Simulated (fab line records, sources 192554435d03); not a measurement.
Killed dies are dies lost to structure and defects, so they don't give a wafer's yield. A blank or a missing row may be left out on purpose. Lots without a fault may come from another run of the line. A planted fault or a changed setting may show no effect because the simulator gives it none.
Chamber matching | flow n5_finfet | N5_FIN_SAQP_ETCH_65 on rie_si-05: 4 sister chambers
The step etches SiO2 in CF4, target depth 4 nm, time 4.4 s. 8 wafers are shown with their chamber, then 10 later ones without.

WAFERS WITH THEIR CHAMBER
wafer  | chamber | throttle_valve_pct (%) | drypump_motor_current_A (A)
L081.5 | 1       | 21.53                  | 5.8
L086.3 | 2       | 21.49                  | 6.6
L086.5 | 0       | 22.11                  | 5.3
L087.1 | 2       | 21.47                  | 6.6
L087.2 | 3       | 22.10                  | 5.2
L087.3 | 0       | 22.12                  | 5.3
L088.3 | 1       | 21.53                  | 5.8
L088.5 | 3       | 22.07                  | 5.3

WAFERS WITHOUT THEIR CHAMBER
wafer  | throttle_valve_pct (%) | drypump_motor_current_A (A)
L088.6 | 21.47                  | 6.6
L090.2 | 22.10                  | 5.4
L090.4 | 22.12                  | 5.4
L090.6 | 21.53                  | 5.8
L092.1 | 22.13                  | 5.4
L092.2 | 21.54                  | 5.8
L092.3 | 22.09                  | 5.3
L096.2 | 22.08                  | 5.2
L096.3 | 21.54                  | 5.8
L096.6 | 21.54                  | 5.8

WHICH CHAMBER EACH WENT THROUGH
wafer  | from the rows above     | in truth
L088.6 | 2                       | 2
L090.2 | can't be placed: 0 or 3 | 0
L090.4 | 0                       | 0
L090.6 | 1                       | 1
L092.1 | 0                       | 0
L092.2 | 1                       | 1
L092.3 | can't be placed: 3 or 0 | 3
L096.2 | 3                       | 3
L096.3 | 1                       | 1
L096.6 | 1                       | 1
Placed correctly: 8 of 10. Can't be placed from these rows: 2 (the true chamber is among the candidates in 2). Placed wrongly: 0.
How it was worked out, from the rows above alone: a wafer's distance from a chamber is the root of the sum, over the readings, of the square of ((its reading less the chamber's mean) divided by the reading's scatter). The wafer belongs to the nearest chamber; if the next one is less than 2 further off, it can't be placed. A chamber's mean is the mean of its shown wafers. The scatter: the root of (the sum of the squares of (reading less its chamber's mean) over the shown wafers, divided by (wafers less chambers)).
